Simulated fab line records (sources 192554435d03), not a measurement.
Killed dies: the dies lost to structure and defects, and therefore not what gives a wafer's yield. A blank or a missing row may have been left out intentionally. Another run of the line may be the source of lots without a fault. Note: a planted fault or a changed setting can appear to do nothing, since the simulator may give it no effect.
Problem report, 8D (eight disciplines) form, completed by code    flow n5-finfet    the parts of the form that need people (team, actions taken, sign-off) are left out

1. WHAT IS WRONG
VT_P at N5_BEOL_M4_RC_MEAS_101 reads a mean of -292.1 mV on 2 wafers of 1 lot; wafers without a fault read -251.4 mV with a standard deviation of 2.7. That puts it -15 standard deviations away from the usual mean.
Seen first at day 9 13:07 on prober-02, wafer L274.3. Wafers with a number at this step in the record: 24, from 8 lots. Rule for "out" (also "out of limits"): further than 4 standard deviations from the usual mean. The other wafers with a number count as sound.

2. WHAT IT IS, WHAT IT ISN'T
question                     is                                                                             is not
which readings at this step  VT_P, IOFF_P, IOFF_P_85C, IOFF_P_LIN, IOFF_P_LONG, ION_P, VT_P_LONG, VT_P_LVT  DIBL_N, DIBL_P, IOFF_N, ION_N, SS_N, SS_P, VT_N
which lots                   L274                                                                           L269, L280, L281, L288, L289, L290, L291
which wafers of those lots   L274.3, L274.5                                                                 L274.6
read on which gauges         prober-02                                                                      prober-01
when                         from day 9 13:07                                                               up to then (4 sound wafers); but 18 sound wafers of L280, L281, L288, L289, L290, L291 came after

3. THE SUSPECTS, EACH WITH WHAT RULES IT OUT
Counting: if a tool at a process step up to the reading ran every lot that is out, it stays a suspect. Sound lots after the first of them don't rule it out here, since some wafers of a struck lot are sound.
- the gauge at N5_BEOL_M4_RC_MEAS_101 has been ruled out. All the wafers that are out were read on prober-02, but those of them that N5_PASSIVATION_PROBE_49 has rows for are out there too, on other tools.
- rie-diel-02 at N5_HKMG_FIN_ETCH_55 (etches SOC in N2/H2, target depth 240 nm, time 300 s): kept. It ran the lot that is out, L274 (day 5 15:59).
- rie-diel-02 at N5_HKMG_FIN_STRIP_57 (strips in CF4): kept. It ran the lot that is out, L274 (day 5 16:11).
- rie-diel-02 at N5_HKMG_FIN_ETCH_58 (etches SOC in N2/H2, target depth 215.8 nm, time 741 s): kept. It ran the lot that is out, L274 (day 5 16:12).
- ald-metal-01 at N5_HKMG_FIN_PWFM_ALD_03 (deposits TiN, target thk 2 nm, pulse time 1 s, purge time 3 s): kept. It ran the lot that is out, L274 (day 5 18:20).
- Within rie-diel-02 at N5_HKMG_FIN_ETCH_55: the wafers that are out ran in chambers 2, 3; their sound lot-mates ran in chamber 1.
- Within rie-diel-02 at N5_HKMG_FIN_STRIP_57: the wafers that are out ran in chambers 2, 3; their sound lot-mates ran in chamber 1.
- Within rie-diel-02 at N5_HKMG_FIN_ETCH_58: the wafers that are out ran in chambers 2, 3; their sound lot-mates ran in chamber 1.
- Within ald-metal-01 at N5_HKMG_FIN_PWFM_ALD_03, the wafers that are out were processed in chamber 2 and their sound lot-mates in chamber 3.
Left after counting: rie-diel-02 at N5_HKMG_FIN_ETCH_55, rie-diel-02 at N5_HKMG_FIN_STRIP_57, rie-diel-02 at N5_HKMG_FIN_ETCH_58, ald-metal-01 at N5_HKMG_FIN_PWFM_ALD_03.

4. THE CAUSE (what the simulator had put in)
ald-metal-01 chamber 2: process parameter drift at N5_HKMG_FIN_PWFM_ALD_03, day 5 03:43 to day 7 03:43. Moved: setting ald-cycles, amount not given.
Counting leaves 4 suspects; this tool is one of them.

5. THE CHAIN OF EFFECTS, in route order
One row per reading whose mean, taken over the struck wafers that have a number, lies over 3 standard deviations from the usual. Only readings whose record carries a usual standard deviation are examined. hours: median over the lots of the time between each lot's start at the first step of this table that gives one and its start at this step. sigmas: the change, counted in usual standard deviations.
hours  step                     reading           usual           on struck wafers  change     sigmas
0      N5_BEOL_M4_RC_MEAS_101   IOFF_P            0.202 nA/um     0.044             -0.158     -6.3
0      N5_BEOL_M4_RC_MEAS_101   IOFF_P_85C        3.5 nA/um       0.9               -2.5       -7.3
0      N5_BEOL_M4_RC_MEAS_101   IOFF_P_LIN        0.095 nA/um     0.020             -0.075     -7.7
0      N5_BEOL_M4_RC_MEAS_101   IOFF_P_LONG       0.000101 nA/um  0.000053          -0.000048  -5.5
0      N5_BEOL_M4_RC_MEAS_101   ION_P             460 uA/um       400               -60        -8.8
0      N5_BEOL_M4_RC_MEAS_101   VT_P              -251.4 mV       -292.1            -40.7      -15
0      N5_BEOL_M4_RC_MEAS_101   VT_P_LONG         -277 mV         -318              -41        -13
0      N5_BEOL_M4_RC_MEAS_101   VT_P_LVT          -100.2 mV       -140.3            -40.1      -15
112    N5_PASSIVATION_PROBE_49  sort_bin_8_speed  0.00 %          91.61             +91.61     +99 or more
112    N5_PASSIVATION_PROBE_49  sort-n-pass       1075            0                 -1075      -72
112    N5_PASSIVATION_PROBE_49  sort-yield-pct    91.1 %          0.0               -91.1      -70
Here are the process steps it includes:
- N5_PASSIVATION_PROBE_49

6. WHAT WOULD HAVE CAUGHT IT SOONER
In this record the first reading out of limits at a measuring or inspecting step was taken at day 9 13:07, 105 hours after the fault began at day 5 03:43.
No tool reading at N5_HKMG_FIN_PWFM_ALD_03 that has a usual standard deviation in the record was out on any struck wafer, so an alarm limit of 4 standard deviations on those readings would not have fired.
By day 9 13:07, every lot that is out (1) had started N5_HKMG_FIN_PWFM_ALD_03 on ald-metal-01. A hold on the tool at that time would have spared none of them.
